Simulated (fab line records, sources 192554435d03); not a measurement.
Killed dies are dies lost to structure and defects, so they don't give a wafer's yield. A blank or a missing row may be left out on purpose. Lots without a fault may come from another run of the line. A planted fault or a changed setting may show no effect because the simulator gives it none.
Problem report in the 8D (eight disciplines) form, filled by code | flow n5_finfet | the parts of the form that need people (team, actions taken, sign-off) are left out

1. THE PROBLEM
killed_at_M0_to_M3 at N5_PASSIVATION_PROBE_49 reads a mean of 116 on 2 wafers of 2 lots; wafers without a fault read 35 with a standard deviation of 10. That is +8.1 standard deviations from the usual mean.
First seen on wafer L289.4, day 13 10:38, on prober-01. The record holds 10 wafers of 4 lots with a number at this step. Rule for "out", or "out of limits": more than 4 standard deviations from the usual mean. The other wafers with a number count as sound.

2. WHAT IT IS AND WHAT IT IS NOT
question                    | is                                                                | is not
which readings at this step | killed_at_M0_to_M3, killed_dies, sort_bin_5_function, sort_n_pass | killed_at_M4_up, killed_at_contacts, killed_at_front_end, killed_at_other, killed_open, sort_bin_6_memory
which lots                  | L288, L289                                                        | L293, L300
which wafers of those lots  | L288.3, L289.4                                                    | L288.2, L288.6, L289.2, L289.3
read on which tools         | prober-01                                                         | prober-02
when                        | from day 13 10:38                                                 | up to then (2 sound wafers); but 6 sound wafers of L288, L293, L300 came after

3. SUSPECTS, AND WHAT RULES EACH OUT
Counting: a tool at a process step up to the reading stays a suspect if it ran every lot that is out. Sound lots after the first of them don't rule it out here, since some wafers of a struck lot are sound.
- rie_diel-03 at N5_BEOL_M1_ETCH_69 (etches SiARC in CF4, target depth 15.6 nm, time 26 s): kept. It ran every lot that is out, first L288 (day 7 11:17).
- prober-01 at N5_PASSIVATION_PROBE_49: kept. It ran every lot that is out, first L289 (day 13 10:32). Its own readings are out on those wafers: killed_at_M0_to_M3, killed_dies, sort_bin_5_function, sort_n_pass.
- Within rie_diel-03 at N5_BEOL_M1_ETCH_69: the wafers that are out ran in chamber 2; their sound lot-mates ran in chambers 0, 3.
Left after counting: rie_diel-03 at N5_BEOL_M1_ETCH_69, prober-01 at N5_PASSIVATION_PROBE_49.

4. THE CAUSE (what the simulator had put in)
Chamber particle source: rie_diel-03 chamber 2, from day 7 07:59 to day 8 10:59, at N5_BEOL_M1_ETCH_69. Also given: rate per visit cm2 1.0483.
Counting left 2 suspects, and this tool is among them.

5. THE CHAIN OF EFFECTS, in route order
Each row: a reading whose mean over the struck wafers that have a number lies more than 3 standard deviations from the usual. Only readings for which the record gives a usual standard deviation are gone through. hours: the time from each lot's start at the first step in this table that gives one to its start at this step, as a median over the lots. sigmas: the change in usual standard deviations.
hours | step                    | reading              | usual  | on struck wafers | change | sigmas
0     | N5_PASSIVATION_PROBE_49 | defect_limited_yield | 91.3 % | 84.2             | -7.0   | -4.7
0     | N5_PASSIVATION_PROBE_49 | killed_at_M0_to_M3   | 35     | 116              | +80    | +8.1
0     | N5_PASSIVATION_PROBE_49 | killed_dies          | 103    | 186              | +83    | +4.9
0     | N5_PASSIVATION_PROBE_49 | killed_on_rim        | 14     | 28               | +14    | +3.4
0     | N5_PASSIVATION_PROBE_49 | sort_bin_5_function  | 5.1 %  | 9.7              | +4.6   | +4.9
0     | N5_PASSIVATION_PROBE_49 | sort_n_pass          | 1077   | 994              | -83    | -4.9
0     | N5_PASSIVATION_PROBE_49 | sort_yield_pct       | 91.3 % | 84.2             | -7.0   | -4.7
The process steps in it:
- N5_PASSIVATION_PROBE_49

6. WHAT WOULD HAVE CAUGHT IT SOONER
In this record the first reading out of limits was taken at day 13 10:38, 147 hours after the fault began at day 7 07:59.
Of the tool readings at N5_BEOL_M1_ETCH_69 for which the record gives a usual standard deviation, none was out on any struck wafer, so an alarm limit of 4 standard deviations on them would not have fired.
All the lots that are out (2) had begun N5_BEOL_M1_ETCH_69 on rie_diel-03 by day 13 10:38. A hold on the tool at that time would have spared none of them.
